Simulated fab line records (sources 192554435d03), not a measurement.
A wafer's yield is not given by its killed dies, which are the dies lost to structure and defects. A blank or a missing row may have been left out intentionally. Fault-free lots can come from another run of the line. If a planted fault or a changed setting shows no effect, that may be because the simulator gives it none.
The tool behind it: which one?    flow n5 finfet    6 lots (18 wafers sampled), 1 step of a 1938-step route

== WHAT THE GAUGES SHOWED, per wafer ==
N5_BEOL_M10_OCD_MEAS_38.
lot   measured      on      trench depth nm (nm)
L290  day 10 06:14  ocd-01  149 147 148
L294  day 10 17:31  ocd-01  148 150 145
L297  day 11 17:51  ocd-01  148 146 148
L307  day 14 04:06  ocd-01  151 143 148
L309  day 15 05:59  ocd-01  149 148 149
L312  day 15 12:07  ocd-01  147 148 148

== TOOL THAT RAN EACH LOT (tool first, then ch and the chambers of the sampled wafers, then the start) ==
The record shows no process step preceding these readings.

== THE ANSWER, worked out from the rows above alone ==
Rule: usual is defined by the lots themselves. The widest of any qualifying gaps counts: lots, ordered by their means at a reading, are off when they make up no more than a third of the lots, leave a main group of 4 or more, and stand apart from it by 3 or more times the standard deviation of that group's means. The tables above print the reading to a certain number of digits; a main group whose means all agree to those digits is not used. Also off: a lot with no number at a reading for which 4 or more lots have one. Any other lot the step has rows for is counted as sound.
No lot is off at any reading shown: from this, nothing can be told.

== WHAT THE SIMULATOR PUT IN ==
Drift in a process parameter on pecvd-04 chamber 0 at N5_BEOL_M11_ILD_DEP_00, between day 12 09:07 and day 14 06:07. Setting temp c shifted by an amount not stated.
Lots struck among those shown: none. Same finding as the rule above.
